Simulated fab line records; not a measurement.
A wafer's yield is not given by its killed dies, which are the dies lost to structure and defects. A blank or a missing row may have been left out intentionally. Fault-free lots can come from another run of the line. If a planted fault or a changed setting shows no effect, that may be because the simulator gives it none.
fab line records -- flow n5_finfet
record lots=12, wafers=36, last_day=18
route steps=1938 shown FIN_CUT@163 STI_FIN_REVEAL@184 PASSIVATION@1936
lots untouched by any fault: they come from a run of this same line in which no faults occurred
start_h: the number of hours between the record's first day and the start of the first shown wafer of the lot -- wait_h: time in hours since the lot's previous step -- " unchanged from the row above -- L1.1+2: several wafers, shown together as one row -- - no value present, or no start provided -- * or withheld: withheld -- < > ~ a bound
route shown NAME@n: NAME is a module with steps in the file, n the number in the route of the first one -- usual: mean/standard deviation taken from wafers without a fault -- same: alike in all rows -- chamber/n: place in a boat -- sites: the reading at each site -- _std_site: standard deviation across them -- _edge_site: outer sites' mean less inner sites' -- radius_mm: for every site, how far away it sits from the centre of the wafer -- mask NAME#n: copy n -- behind: the most recent tool/chamber to have shaped the wafer -- hold: reason for holding the lot/hours on hold/outcome of the hold -- device: the n, p or np transistor that did not switch -- end of line: the same wafers' tests at the end of the route -- a step without rows: its recipe alone -- killed: at the first sort, the dies lost to defects and structure; wafer yield is something else -- map: dies across one wafer; x = killed, . = not, _ = none there
set.NAME: setting as actually run; set.NAME@STEP: the setting as run at that earlier step -- model.NAME: the simulator's own value behind a step, which no gauge read
a sample of lots followed through the steps of the route, with each step as a table and each wafer as a row
services: when a tool's chamber went out of use (start_h, in hours from the record's first day, below 0 if earlier), for how many hours, and the reason
## steps
# step N5_FIN_CUT_CD_MEAS_08
# recipe target_cd_nm=29.1, landing_energy_ev=500, detector=se_inlens, polarity=opening
# usual cd_nm=29.10/0.25
lot.wafer,tool,chamber,start_h,wait_h,cd_nm
L149.2,cd_sem-01,0,28.59,-,29.22
L149.3,cd_sem-01,0,28.59,-,29.47
L149.6,cd_sem-01,0,28.59,-,29.23
L150.2,cd_sem-01,0,33.08,-,29.14
L150.3,cd_sem-01,0,33.08,-,29.21
L150.5,cd_sem-01,0,33.08,-,28.81
L152.3,cd_sem-03,0,45.78,-,29.60
L152.5,cd_sem-03,0,45.78,-,28.82
L152.6,cd_sem-03,0,45.78,-,28.75
L153.1,cd_sem-01,0,53.25,-,29.12
L153.2,cd_sem-01,0,53.25,-,28.98
L153.3,cd_sem-01,0,53.25,-,29.43
L155.1,cd_sem-03,0,64.23,-,29.41
L155.2,cd_sem-03,0,64.23,-,29.45
L155.6,cd_sem-03,0,64.23,-,29.04
L157.4,cd_sem-02,0,75.76,-,28.83
L157.5,cd_sem-02,0,75.76,-,29.12
L157.6,cd_sem-02,0,75.76,-,29.46
L158.2,cd_sem-02,0,81.11,-,28.84
L158.3,cd_sem-02,0,81.11,-,29.01
L158.5,cd_sem-02,0,81.11,-,29.25
L159.1,cd_sem-01,0,87.30,-,28.90
L159.4,cd_sem-01,0,87.30,-,28.85
L159.6,cd_sem-01,0,87.30,-,29.42
L162.1,cd_sem-02,0,106.13,-,28.57
L162.2,cd_sem-02,0,106.13,-,28.50
L162.6,cd_sem-02,0,106.13,-,29.08
L163.2,cd_sem-03,0,114.02,-,29.22
L163.5,cd_sem-03,0,114.02,-,29.17
L163.6,cd_sem-03,0,114.02,-,29.22
L167.4,cd_sem-02,0,136.68,-,28.79
L167.5,cd_sem-02,0,136.68,-,28.70
L167.6,cd_sem-02,0,136.68,-,29.54
L168.1,cd_sem-01,0,142.23,-,29.08
L168.2,cd_sem-01,0,142.23,-,29.03
L168.4,cd_sem-01,0,142.23,-,29.07
# step N5_FIN_CUT_CUT_ETCH_28
# recipe chemistry=HBr/Cl2/O2, target=Si, target_depth_a=60, mask_material=SOC, time_s=2.4, ion_energy_ev=*, bias_w=*, pressure_mtorr=10, icp_w=800, HBr_flow_sccm=150, Cl2_flow_sccm=80, O2_flow_sccm=12
# usual drypump_motor_current_A=5.8/0.44, oes_product_au=1.000/0.014, throttle_valve_pct=37.03/0.26
lot.wafer,tool,chamber,start_h,wait_h,drypump_motor_current_A,oes_product_au,rf_hours_counter_h,throttle_valve_pct
L149.2,rie_si-03,0,29.39,0.0,5.4,1.001,63,37.41
L149.3,rie_si-03,2,29.39,0.0,6.7,0.986,1,37.23
L149.6,rie_si-03,1,29.39,0.0,6.0,0.999,-,36.74
L150.2,rie_si-01,3,33.89,0.0,6.6,0.982,4,36.47
L150.3,rie_si-01,2,33.89,0.0,6.2,1.016,138,37.13
L150.5,rie_si-01,0,33.89,0.0,5.7,1.005,-,36.89
L152.3,rie_si-05,0,46.58,0.0,5.8,0.988,155,37.06
L152.5,rie_si-05,3,46.58,0.0,5.4,1.008,-,37.30
L152.6,rie_si-05,0,46.58,0.0,5.8,0.993,-,37.06
L153.1,rie_si-01,3,54.08,0.0,6.7,0.978,5,36.47
L153.2,rie_si-01,1,54.08,0.0,5.4,1.026,1,37.22
L153.3,rie_si-01,0,54.08,0.0,5.7,1.001,27,36.87
L155.1,rie_si-03,1,65.17,0.0,6.0,1.002,192,36.74
L155.2,rie_si-03,3,65.17,0.0,5.4,1.026,180,36.86
L155.6,rie_si-03,1,65.17,0.0,6.0,0.992,-,36.75
L157.4,rie_si-03,1,76.56,0.0,6.0,1.004,193,36.72
L157.5,rie_si-03,0,76.56,0.0,5.5,1.005,-,37.39
L157.6,rie_si-03,3,76.56,0.0,5.4,1.017,-,36.85
L158.2,rie_si-03,0,81.92,0.0,5.4,1.006,64,37.40
L158.3,rie_si-03,1,81.92,0.0,6.0,0.998,193,36.73
L158.5,rie_si-03,0,81.92,0.0,5.4,1.003,-,37.40
L159.1,rie_si-01,2,88.67,0.0,6.2,1.014,139,37.14
L159.4,rie_si-01,0,88.67,0.0,5.7,1.002,27,36.90
L159.6,rie_si-01,2,88.67,0.0,6.2,1.010,-,37.13
L162.1,rie_si-03,0,107.89,0.0,5.4,1.000,64,37.40
L162.2,rie_si-03,3,107.89,0.0,5.4,1.024,180,36.86
L162.6,rie_si-03,0,107.89,0.0,5.4,1.001,-,37.40
L163.2,rie_si-01,3,115.17,0.0,6.6,0.976,6,36.47
L163.5,rie_si-01,1,115.17,0.0,5.4,1.021,-,37.23
L163.6,rie_si-01,2,115.17,0.0,6.2,1.011,-,37.13
L167.4,rie_si-03,0,137.51,0.0,5.4,1.004,65,37.41
L167.5,rie_si-03,0,137.51,0.0,5.5,1.003,-,37.40
L167.6,rie_si-03,1,137.51,0.0,6.0,0.997,-,36.72
L168.1,rie_si-05,0,143.06,0.0,5.9,0.985,156,37.04
L168.2,rie_si-05,3,143.06,0.0,5.3,1.008,138,37.32
L168.4,rie_si-05,2,143.06,0.0,5.9,0.984,75,36.87
# step N5_STI_FIN_REVEAL_ALD_14
# recipe material=Si3N4, target_thk_a=30, temp_c=400, ald_precursor_family=SiH2I2, ald_co_reactant=N2/H2-plasma, pressure_torr=2
# usual heater_power_w=855/95
lot.wafer,tool,chamber,start_h,wait_h,heater_power_w
L149.2,ald_sin-04,1,30.83,0.0,763
L149.3,ald_sin-04,3,30.83,0.0,971
L149.6,ald_sin-04,0,30.83,0.0,739
L150.2,ald_sin-01,1,34.77,0.0,911
L150.3,ald_sin-01,0,34.77,0.0,952
L150.5,ald_sin-01,2,34.77,0.0,842
L152.3,ald_sin-04,2,46.91,0.0,776
L152.5,ald_sin-04,3,46.91,0.0,959
L152.6,ald_sin-04,2,46.91,0.0,813
L153.1,ald_sin-04,1,56.30,0.0,761
L153.2,ald_sin-04,3,56.30,0.0,974
L153.3,ald_sin-04,0,56.30,0.0,740
L155.1,ald_sin-03,3,65.48,0.0,738
L155.2,ald_sin-03,1,65.48,0.0,1001
L155.6,ald_sin-03,1,65.48,0.0,993
L157.4,ald_sin-01,0,77.00,0.1,958
L157.5,ald_sin-01,2,77.00,0.1,835
L157.6,ald_sin-01,1,77.00,0.1,889
L158.2,ald_sin-01,1,82.27,0.0,900
L158.3,ald_sin-01,0,82.27,0.0,958
L158.5,ald_sin-01,2,82.27,0.0,831
L159.1,ald_sin-03,2,90.73,0.0,818
L159.4,ald_sin-03,0,90.73,0.0,817
L159.6,ald_sin-03,3,90.73,0.0,764
L162.1,ald_sin-03,0,108.40,0.0,827
L162.2,ald_sin-03,1,108.40,0.0,1009
L162.6,ald_sin-03,0,108.40,0.0,797
L163.2,ald_sin-04,1,115.49,0.0,778
L163.5,ald_sin-04,0,115.49,0.0,728
L163.6,ald_sin-04,3,115.49,0.0,937
L167.4,ald_sin-01,2,137.92,0.0,836
L167.5,ald_sin-01,2,137.92,0.0,861
L167.6,ald_sin-01,3,137.92,0.0,998
L168.1,ald_sin-04,2,143.39,0.0,775
L168.2,ald_sin-04,1,143.39,0.0,754
L168.4,ald_sin-04,3,143.39,0.0,975
# step N5_STI_FIN_REVEAL_RECESS_09
# recipe chemistry=HF/NH3, target=SiO2, afs_cycles=11, target_depth_a=425, temp_c=30, sublimation_temp_c=180, sublimation_time_s=60
# usual drypump_motor_current_A=5.4/0.32
lot.wafer,tool,chamber,start_h,wait_h,drypump_motor_current_A
L149.2,vapor_etch-01,1,36.66,0.0,5.1
L149.3,vapor_etch-01,0,36.66,0.0,5.7
L149.6,vapor_etch-01,0,38.25,1.6,5.7
L150.2,vapor_etch-01,0,40.79,0.0,5.7
L150.3,vapor_etch-01,1,40.79,0.0,5.1
L150.5,vapor_etch-01,1,40.79,0.0,5.1
L152.3,vapor_etch-02,1,53.94,0.6,5.7
L152.5,vapor_etch-02,1,53.94,0.6,5.7
L152.6,vapor_etch-02,0,53.94,0.6,5.0
L153.1,vapor_etch-02,0,62.18,0.0,5.0
L153.2,vapor_etch-02,1,62.18,0.0,5.7
L153.3,vapor_etch-02,1,62.18,0.0,5.7
L155.1,vapor_etch-01,1,71.36,0.0,5.1
L155.2,vapor_etch-01,0,71.36,0.0,5.7
L155.6,vapor_etch-01,0,72.42,1.1,5.7
L157.4,vapor_etch-02,0,83.31,0.6,5.0
L157.5,vapor_etch-02,0,83.31,0.6,5.0
L157.6,vapor_etch-02,1,83.31,0.6,5.7
L158.2,vapor_etch-01,0,88.14,0.0,5.7
L158.3,vapor_etch-01,0,88.14,0.0,5.7
L158.5,vapor_etch-01,0,88.14,0.0,5.7
L159.1,vapor_etch-02,0,96.61,0.0,5.0
L159.4,vapor_etch-02,1,96.61,0.0,5.7
L159.6,vapor_etch-02,0,96.61,0.0,5.0
L162.1,vapor_etch-02,0,114.30,0.0,5.0
L162.2,vapor_etch-02,1,114.30,0.0,5.7
L162.6,vapor_etch-02,0,115.36,1.1,5.0
L163.2,vapor_etch-01,0,121.51,0.0,5.7
L163.5,vapor_etch-01,0,122.57,1.1,5.7
L163.6,vapor_etch-01,1,122.57,1.1,5.1
L167.4,vapor_etch-01,1,144.76,0.6,5.1
L167.5,vapor_etch-01,0,144.76,0.6,5.8
L167.6,vapor_etch-01,1,144.76,0.6,5.1
L168.1,vapor_etch-01,0,149.25,0.0,5.8
L168.2,vapor_etch-01,1,149.25,0.0,5.1
L168.4,vapor_etch-01,0,149.25,0.0,5.7
# step N5_STI_FIN_REVEAL_FIN_H_MEAS_10
# usual trench_depth_nm=52.0/0.71
lot.wafer,tool,chamber,start_h,wait_h,trench_depth_nm
L149.2,ocd-01,-,39.89,0.0,51.4
L149.3,ocd-01,-,39.89,0.0,51.0
L149.6,ocd-01,-,39.89,0.0,51.2
L150.2,ocd-01,-,43.76,0.0,52.5
L150.3,ocd-01,-,43.76,0.0,52.3
L150.5,ocd-01,-,43.76,0.0,53.0
L152.3,ocd-01,-,56.11,0.0,52.3
L152.5,ocd-01,-,56.11,0.0,52.6
L152.6,ocd-01,-,56.11,0.0,52.3
L153.1,ocd-02,-,64.89,0.0,52.4
L153.2,ocd-02,-,64.89,0.0,50.8
L153.3,ocd-02,-,64.89,0.0,51.4
L155.1,ocd-02,-,74.06,0.0,52.4
L155.2,ocd-02,-,74.06,0.0,52.0
L155.6,ocd-02,-,74.06,0.0,52.2
L157.4,ocd-02,-,85.48,0.0,51.1
L157.5,ocd-02,-,85.48,0.0,51.3
L157.6,ocd-02,-,85.48,0.0,51.8
L158.2,ocd-02,-,90.85,0.0,52.1
L158.3,ocd-02,-,90.85,0.0,52.3
L158.5,ocd-02,-,90.85,0.0,52.0
L159.1,ocd-01,-,99.31,0.0,51.7
L159.4,ocd-01,-,99.31,0.0,51.7
L159.6,ocd-01,-,99.31,0.0,51.3
L162.1,ocd-01,-,117.01,0.0,54.8
L162.2,ocd-01,-,117.01,0.0,54.7
L162.6,ocd-01,-,117.01,0.0,52.2
L163.2,ocd-01,-,124.24,0.0,53.4
L163.5,ocd-01,-,124.24,0.0,52.5
L163.6,ocd-01,-,124.24,0.0,51.7
L167.4,ocd-01,-,146.96,0.0,51.4
L167.5,ocd-01,-,146.96,0.0,52.3
L167.6,ocd-01,-,146.96,0.0,53.2
L168.1,ocd-02,-,151.95,0.0,51.3
L168.2,ocd-02,-,151.95,0.0,52.7
L168.4,ocd-02,-,151.95,0.0,51.8
# step N5_PASSIVATION_PROBE_49
# usual killed_at_M0_to_M3=36/11, killed_at_M4_up=14/5.2, killed_at_contacts=12/6.1, killed_at_front_end=40/12, killed_at_other=3.2/2.5, killed_dies=105/16, killed_open=68/12, killed_short=35/8.7
# same gross_dies=1180, killed_at_back_side=0
lot.wafer,tool,chamber,start_h,wait_h,killed_at_M0_to_M3,killed_at_M4_up,killed_at_contacts,killed_at_front_end,killed_at_other,killed_dies,killed_open,killed_short
L149.2,prober-01,-,320.60,0.1,44,19,13,38,6,120,75,45
L149.3,prober-01,-,320.65,0.1,26,21,13,45,3,108,76,30
L149.6,prober-01,-,320.80,0.3,33,22,8,63,0,126,75,45
L162.1,prober-01,-,388.14,0.0,42,10,5,49,7,113,62,46
L162.2,prober-01,-,388.19,0.1,58,13,12,57,3,143,95,47
L162.6,prober-01,-,388.39,0.3,61,12,8,41,4,126,82,39
# killed by level:class
L149.2 MOL_CONTACT_COAG:geometric_particle:open=12 BEOL_M2:geometric_particle:open=11 STI_FIN_REVEAL:geometric_particle:open=9 BEOL_M4:geometric_particle:short=7 BEOL_M4:geometric_particle:open=7 FIN_SAQP:geometric_particle:short=6 BEOL_M3:geometric_particle:open=6 BEOL_M1:geometric_particle:open=5
L149.3 STI_FIN_REVEAL:geometric_particle:open=13 BEOL_M2:geometric_particle:open=10 MOL_CONTACT_COAG:geometric_particle:open=9 FIN_SAQP:geometric_particle:open=7 BEOL_M4:geometric_particle:open=7 FIN_SAQP:geometric_particle:short=6 BEOL_M0_SAQP:geometric_particle:open=6 DUMMY_GATE:geometric_particle:open=4
L149.6 FIN_SAQP:geometric_particle:open=14 FIN_SAQP:geometric_particle:short=11 BEOL_M4:geometric_particle:open=10 BEOL_M0_SAQP:geometric_particle:short=9 STI_FIN_REVEAL:geometric_particle:open=7 DUMMY_GATE:geometric_particle:open=7 BEOL_M1:geometric_particle:short=6 MOL_CONTACT_COAG:geometric_particle:open=6
L162.1 FIN_SAQP:geometric_particle:short=10 FIN_SAQP:geometric_particle:open=9 BEOL_M2:geometric_particle:open=9 STI_FIN_REVEAL:geometric_particle:open=8 BEOL_M3:geometric_particle:short=7 BEOL_M2:geometric_particle:short=6 BEOL_M3:geometric_particle:open=6 BEOL_M0_SAQP:geometric_particle:short=5
L162.2 BEOL_M3:geometric_particle:open=14 FIN_SAQP:geometric_particle:short=13 BEOL_M2:geometric_particle:open=12 DUMMY_GATE:geometric_particle:open=10 FIN_SAQP:geometric_particle:open=8 STI_FIN_REVEAL:geometric_particle:open=8 MOL_CONTACT_COAG:geometric_particle:open=8 BEOL_M0_SAQP:geometric_particle:short=8
L162.6 BEOL_M3:geometric_particle:open=14 BEOL_M2:geometric_particle:open=12 FIN_SAQP:geometric_particle:short=10 BEOL_M1:geometric_particle:open=10 DUMMY_GATE:geometric_particle:open=8 BEOL_M0_SAQP:geometric_particle:short=7 BEOL_M4:geometric_particle:open=7 MOL_CONTACT_COAG:geometric_particle:open=6
## services
tool,chamber,start_h,hours,kind
vapor_etch-02,-,7.39,0.2,repair
rie_si-03,3,29.62,23.7,repair
rie_si-03,1,30.78,2.8,repair
ald_sin-01,3,43.85,10.9,repair
ald_sin-01,-,51.41,6.0,pm
ald_sin-01,1,61.03,4.4,repair
rie_si-01,-,68.66,2.8,pm
ald_sin-01,3,76.17,3.8,repair
ald_sin-01,-,85.44,14.0,pm
ald_sin-01,0,85.44,14.0,vent_cycle
ald_sin-01,1,85.44,14.0,vent_cycle
ald_sin-01,2,85.44,14.0,vent_cycle
ald_sin-01,3,85.44,14.0,vent_cycle
ald_sin-01,0,99.44,-,clean
ald_sin-01,1,99.44,-,clean
ald_sin-01,2,99.44,-,clean
ald_sin-01,3,99.44,-,clean
ald_sin-04,-,118.54,6.1,pm
ald_sin-03,-,126.49,14.6,pm
rie_si-01,0,142.39,6.1,repair
rie_si-03,1,145.28,-,clean
rie_si-03,1,145.28,25.2,scheduled_down
rie_si-03,1,145.28,25.2,vent_cycle
rie_si-03,3,147.09,4.6,repair
## key
first_sign step=N5_STI_FIN_REVEAL_FIN_H_MEAS_10, reading=trench_depth_nm, direction=up, sigmas=3.9, usual=52.0, struck=54.8
effect none on later readings
met_at N5_STI_FIN_REVEAL_RECESS_09
struck_lots L162
struck_wafers L162.1,L162.2
tester_left_out L162
not_acting_at N5_FIN_CUT_CD_MEAS_08,N5_FIN_CUT_CUT_ETCH_28,N5_STI_FIN_REVEAL_ALD_14
onset_between 96.61 114.30
fault kind=process_parameter_drift, tool=vapor_etch-02, chamber=-, onset_h=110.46, steps=N5_STI_FIN_REVEAL_RECESS_09, channel=target_depth_a, offset=22.116, shape=step, end_h=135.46, scope=struck_wafers_only, acts_in=these_recipes_only, stated=425
# tester_left_out: of these lots the tester's yield and bins aren't shown, on N5 and GAA mostly nor the transistor test; their killed dies are dies lost to structure and defects alone, not to doping, threshold or leakage, so they don't give the yield
